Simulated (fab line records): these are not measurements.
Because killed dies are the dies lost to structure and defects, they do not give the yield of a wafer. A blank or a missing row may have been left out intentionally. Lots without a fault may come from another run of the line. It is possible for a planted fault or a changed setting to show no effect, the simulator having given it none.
Chamber matching	flow n5 finfet	4 sister chambers for N5_MOL_CONTACT_COAG_ALD_27 on ald sin-01
The step deposits SiOC, target thk 17 nm, pulse time 1.5 s, time 2720 s. 20 wafers are shown with their chamber, then 10 later ones without.

WAFERS PAIRED WITH THEIR CHAMBERS
wafer	chamber	heater power w (W)	precursor pulse height rel
L076.2	3	722	0.991
L076.5	1	818	0.998
L076.6	2	673	0.976
L077.2	2	683	1.019
L077.5	0	874	1.003
L077.6	3	756	0.988
L078.1	1	829	1.039
L078.3	0	889	0.985
L078.6	0	872	0.983
L083.4	2	669	1.026
L083.5	1	835	1.010
L083.6	2	668	1.002
L084.3	3	741	1.022
L084.4	1	810	1.031
L084.5	1	814	0.978
L086.1	0	865	0.966
L086.2	1	811	0.991
L086.4	2	680	0.992
L090.1	0	905	0.991
L090.4	2	672	0.975

SIGNATURES (means of the wafers above)
reading	chamber 0	chamber 1	chamber 2	chamber 3	scatter within a chamber
heater power w	881.00	819.50	674.17	739.67	12
precursor pulse height rel	0.98560	1.00783	0.99833	1.00033	0.0202
Rule: a wafer's distance from a chamber is the root of the sum, over the readings, of the square of ((its reading less the chamber's mean) divided by the reading's scatter). If the next closest chamber is less than 2 further off than the closest, the wafer can't be placed; otherwise it belongs to the closest. The scatter: the root of (the sum of the squares of (reading less its chamber's mean) over the shown wafers, divided by (wafers less chambers)).

WAFERS WITHOUT THEIR CHAMBER
wafer	heater power w (W)	precursor pulse height rel
L090.6	667	1.004
L093.1	732	0.966
L093.5	692	1.009
L093.6	738	1.019
L094.2	674	0.990
L094.3	817	0.973
L094.5	718	1.022
L096.2	692	0.988
L096.3	750	0.983
L096.4	817	0.988

WHICH CHAMBER EACH ONE RAN IN
wafer	from the rows above	in truth
L090.6	2	2
L093.1	3	3
L093.5	2	2
L093.6	3	3
L094.2	2	2
L094.3	1	1
L094.5	can't be placed: 3 or 2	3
L096.2	2	2
L096.3	3	3
L096.4	1	1
9 of 10 placed correctly. Cannot be placed on the basis of these rows: 1; the candidates contain the true chamber in 1. Number placed wrongly: 0.
